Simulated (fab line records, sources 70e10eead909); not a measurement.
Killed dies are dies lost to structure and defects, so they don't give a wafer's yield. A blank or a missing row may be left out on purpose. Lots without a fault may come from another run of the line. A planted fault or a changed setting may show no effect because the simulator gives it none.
Which tool did it? | flow nand_harc | 12 lots, 36 wafers sampled, at 5 steps of a route of 1302

WHAT THE GAUGES READ, wafer by wafer
NHARC_END_SORT_01. Usual: defect_limited_yield 91 %, standard deviation 3.1; killed_at_array 56, standard deviation 21; killed_at_other 1.2, standard deviation 1.6; killed_at_periphery 3.7, standard deviation 2.5; killed_dies 61, standard deviation 21; killed_open 3.1, standard deviation 1.8; killed_short 2.8, standard deviation 1.7.
lot  | measured     | on        | defect_limited_yield (%) | killed_at_array | killed_at_other | killed_at_periphery | killed_dies | killed_open | killed_short | flag
L409 | day 28 04:38 | prober-02 | 91 91 90                 | 52 57 68        | 4 0 1           | 4 3 1               | 60 60 70    | 7 2 3       | 0 2 4        |

WHICH TOOL RAN EACH LOT (tool, then ch and the chambers of the sampled wafers, then the start)
lot  | NHARC_A_M0_CMP_23             | NHARC_A_M1_SOFTBAKE_04            | NHARC_A_M1_DESCUM_14               | NHARC_A_M1_ETCH_35
L403 | cmp-03 ch 0,1, day 22 17:58   | litho_track-06 ch 0, day 22 19:00 | rie_diel-10 ch 2,3, day 22 20:01   | rie_diel-10 ch 0,3, day 22 20:07
L402 | cmp-04 ch 1,2,3, day 22 19:10 | litho_track-04 ch 0, day 22 20:00 | rie_diel-10 ch 0,2,3, day 22 21:05 | rie_diel-10 ch 0,2,3, day 22 21:10
L404 | cmp-04 ch 0,1,3, day 24 12:08 | litho_track-06 ch 0, day 24 13:00 | rie_diel-06 ch 0,1,2, day 24 14:11 | rie_diel-06 ch 1,2, day 24 14:44
L405 | cmp-03 ch 0,1, day 24 13:31   | litho_track-06 ch 0, day 24 14:00 | rie_diel-09 ch 0,1,3, day 24 15:28 | rie_diel-09 ch 0,1,2, day 24 15:32
L407 | cmp-03 ch 0,1,2, day 24 15:27 | litho_track-04 ch 0, day 24 16:00 | rie_diel-09 ch 1,2, day 24 17:30   | rie_diel-09 ch 0,1,2, day 24 17:35
L408 | cmp-04 ch 0,2, day 25 20:43   | litho_track-06 ch 0, day 25 22:00 | rie_diel-09 ch 0,3, day 25 22:54   | rie_diel-09 ch 1,2,3, day 25 22:59
L409 | cmp-04 ch 0,3, day 26 15:37   | litho_track-04 ch 0, day 26 17:00 | rie_diel-10 ch 1,2,3, day 26 17:34 | rie_diel-10 ch 2,3, day 26 17:38
L410 | cmp-03 ch 0,1,2, day 26 16:16 | litho_track-04 ch 0, day 26 17:00 | rie_diel-10 ch 1,2, day 26 18:20   | rie_diel-10 ch 0,3, day 26 18:25
L413 | cmp-04 ch 2,3, day 28 05:52   | litho_track-01 ch 0, day 28 07:00 | rie_diel-09 ch 0,2,3, day 28 07:49 | rie_diel-09 ch 0,2, day 28 07:55
L422 | cmp-04 ch 1,2, day 31 10:04   | litho_track-06 ch 0, day 31 11:00 | rie_diel-10 ch 0,3, day 31 12:04   | rie_diel-10 ch 0,1, day 31 12:08
L423 | cmp-03 ch 1,2,3, day 31 11:08 | litho_track-06 ch 0, day 31 13:00 | rie_diel-06 ch 0,3, day 31 13:40   | rie_diel-06 ch 0,2, day 31 13:45
L424 | cmp-01 ch 0,1,3, day 32 16:33 | litho_track-04 ch 0, day 32 17:00 | rie_diel-06 ch 0,1,3, day 32 18:35 | rie_diel-06 ch 1,3, day 32 18:40
- NHARC_A_M0_CMP_23: polishes, t overpolish 20 s, target thk 113.75 nm.
- NHARC_A_M1_SOFTBAKE_04: time 55 s.
- NHARC_A_M1_DESCUM_14: chemistry O2, time 3 s.
- NHARC_A_M1_ETCH_35: etches the open film in N2/H2, target depth 40 nm, overetch 12 nm, time 43.94 s.

WHAT THE TOOLS THEMSELVES READ (means of the sampled wafers that have a number; where no wafer has one, the mark that the record gives instead)
NHARC_A_M0_CMP_23. Usual: motor_current_A 10.9 A, standard deviation 1; slurry_flow_ml_min 150.0, standard deviation 0.52; time_to_endpoint_s 28.4 s, standard deviation 2.
lot  | tool   | motor_current_A (A) | slurry_flow_ml_min | time_to_endpoint_s (s) | flag
L403 | cmp-03 | 12.2                | 150.6              | 30.2                   |
L402 | cmp-04 | 10.7                | 149.9              | 28.0                   |
L404 | cmp-04 | 10.7                | 150.0              | 31.5                   |
L405 | cmp-03 | 12.0                | 150.0              | 27.0                   |
L407 | cmp-03 | 11.0                | 150.3              | 28.5                   |
L408 | cmp-04 | 10.2                | 150.3              | 27.7                   |
L409 | cmp-04 | 10.9                | 150.3              | 27.8                   |
L410 | cmp-03 | 11.3                | 149.5              | 28.5                   |
L413 | cmp-04 | 11.3                | 150.0              | 28.5                   |
L422 | cmp-04 | 10.4                | 149.9              | 29.2                   |
L423 | cmp-03 | 11.0                | 149.9              | 27.4                   |
L424 | cmp-01 | 10.3                | 150.3              | 29.2                   |

NHARC_A_M1_SOFTBAKE_04. Usual: heater_power_total_W 188.46 W, standard deviation 0.13; resist_line_temp_C 23.03 C, standard deviation 0.1.
lot  | tool           | heater_power_total_W (W) | resist_line_temp_C (C) | flag
L403 | litho_track-06 | 188.43                   | 23.03                  |
L402 | litho_track-04 | 188.38                   | 22.97                  |
L404 | litho_track-06 | 188.50                   | 22.88                  |
L405 | litho_track-06 | 188.32                   | 22.93                  |
L407 | litho_track-04 | 188.56                   | 23.18                  |
L408 | litho_track-06 | 188.54                   | 23.08                  |
L409 | litho_track-04 | 188.42                   | 22.97                  |
L410 | litho_track-04 | 188.51                   | 22.93                  |
L413 | litho_track-01 | 188.44                   | 22.99                  |
L422 | litho_track-06 | 222.63                   | 22.88                  | OFF
L423 | litho_track-06 | 222.57                   | 22.98                  | OFF
L424 | litho_track-04 | 188.59                   | 23.05                  |

NHARC_A_M1_DESCUM_14. Usual: drypump_motor_current_A 5.9 A, standard deviation 0.56; oes_product_au 0.999 a.u., standard deviation 0.0071; rf_vpp_V 57.8 V, standard deviation 0.85; showerhead_plenum_p_Torr 1.93 Torr, standard deviation 0.084; throttle_valve_pct 11.311 %, standard deviation 0.009.
lot  | tool        | drypump_motor_current_A (A) | oes_product_au (a.u.) | rf_vpp_V (V) | showerhead_plenum_p_Torr (Torr) | throttle_valve_pct (%) | flag
L403 | rie_diel-10 | 5.1                         | 1.018                 | 57.3         | 1.81                            | 11.311                 |
L402 | rie_diel-10 | 5.4                         | 1.003                 | 58.1         | 1.88                            | 11.312                 |
L404 | rie_diel-06 | 5.5                         | 0.993                 | 58.1         | 1.92                            | 11.319                 |
L405 | rie_diel-09 | 6.3                         | 0.998                 | 58.1         | 1.95                            | 11.312                 |
L407 | rie_diel-09 | 6.3                         | 1.004                 | 58.0         | 2.05                            | 11.318                 |
L408 | rie_diel-09 | 6.3                         | 0.990                 | 57.2         | 1.91                            | 11.309                 |
L409 | rie_diel-10 | 5.3                         | 0.997                 | 57.4         | 1.83                            | 11.313                 |
L410 | rie_diel-10 | 5.5                         | 0.996                 | 58.1         | 1.83                            | 11.316                 |
L413 | rie_diel-09 | 6.3                         | 0.993                 | 57.7         | 1.96                            | 11.304                 |
L422 | rie_diel-10 | 5.2                         | 1.002                 | 58.1         | 1.87                            | 11.311                 |
L423 | rie_diel-06 | 5.6                         | 1.003                 | 57.7         | 1.94                            | 11.309                 |
L424 | rie_diel-06 | 5.6                         | 0.996                 | 58.3         | 1.93                            | 11.308                 |

NHARC_A_M1_ETCH_35. Usual: drypump_motor_current_A 5.9 A, standard deviation 0.56; oes_product_au 1.000 a.u., standard deviation 0.0079; rf_vpp_V 431.1 V, standard deviation 2.7; showerhead_plenum_p_Torr 2.06 Torr, standard deviation 0.092; throttle_valve_pct 14.171 %, standard deviation 0.0089.
lot  | tool        | drypump_motor_current_A (A) | oes_product_au (a.u.) | rf_vpp_V (V) | showerhead_plenum_p_Torr (Torr) | throttle_valve_pct (%) | flag
L403 | rie_diel-10 | 5.7                         | 1.000                 | 431.1        | 2.07                            | 14.175                 |
L402 | rie_diel-10 | 5.4                         | 1.004                 | 430.0        | 2.00                            | 14.162                 |
L404 | rie_diel-06 | 5.9                         | 1.003                 | 431.5        | 2.08                            | 14.179                 |
L405 | rie_diel-09 | 6.4                         | 0.998                 | 433.3        | 2.14                            | 14.165                 |
L407 | rie_diel-09 | 6.4                         | 1.006                 | 432.6        | 2.14                            | 14.172                 |
L408 | rie_diel-09 | 6.3                         | 0.994                 | 433.1        | 2.13                            | 14.176                 |
L409 | rie_diel-10 | 4.9                         | 1.004                 | 427.6        | 1.92                            | 14.171                 |
L410 | rie_diel-10 | 5.7                         | 0.996                 | 431.3        | 2.07                            | 14.164                 |
L413 | rie_diel-09 | 6.4                         | 0.987                 | 432.5        | 2.09                            | 14.165                 |
L422 | rie_diel-10 | 6.0                         | 1.001                 | 431.3        | 2.05                            | 14.177                 |
L423 | rie_diel-06 | 5.4                         | 1.002                 | 430.2        | 2.05                            | 14.167                 |
L424 | rie_diel-06 | 6.0                         | 1.008                 | 431.6        | 2.08                            | 14.169                 |

THE ANSWER, worked out from the rows above alone
Rule: a lot is off if the mean of its wafers that have a number lies more than 3 standard deviations from the usual mean. A lot without any number at a reading at which 4 lots or more have one is off too. The other lots that the step has rows for count as sound. The gauges are gone through in route order, then the tools' own readings, and for those a lot's mean is taken as printed above. The first step at which some lot is off is used, and at that step the reading that is off furthest; a lot without a number counts as furthest.
Off: L422, L423, at NHARC_A_M1_SOFTBAKE_04 (heater_power_total_W).
A tool fits if, at that step or a process step before it, it ran every lot that is off, and no sound lot after the first of them. One fits: litho_track-06 at NHARC_A_M1_SOFTBAKE_04. Its last sound lot is L408 (day 25 22:00), its first lot that is off L422 (day 31 11:00): a fault that began between those two fits.
The tool's own readings at NHARC_A_M1_SOFTBAKE_04 bear it out: on the lots that are off they differ by more than 5 times the standard deviation of the sound lots' means. heater_power_total_W reads 222.60 W there against 188.47 W on the sound lots.

WHAT THE SIMULATOR HAD PUT IN
Process parameter drift: litho_track-06, from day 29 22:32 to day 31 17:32, at NHARC_A_M1_SOFTBAKE_04. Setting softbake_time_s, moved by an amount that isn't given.
Lots struck among those shown: L422, L423. The rule above found the same.
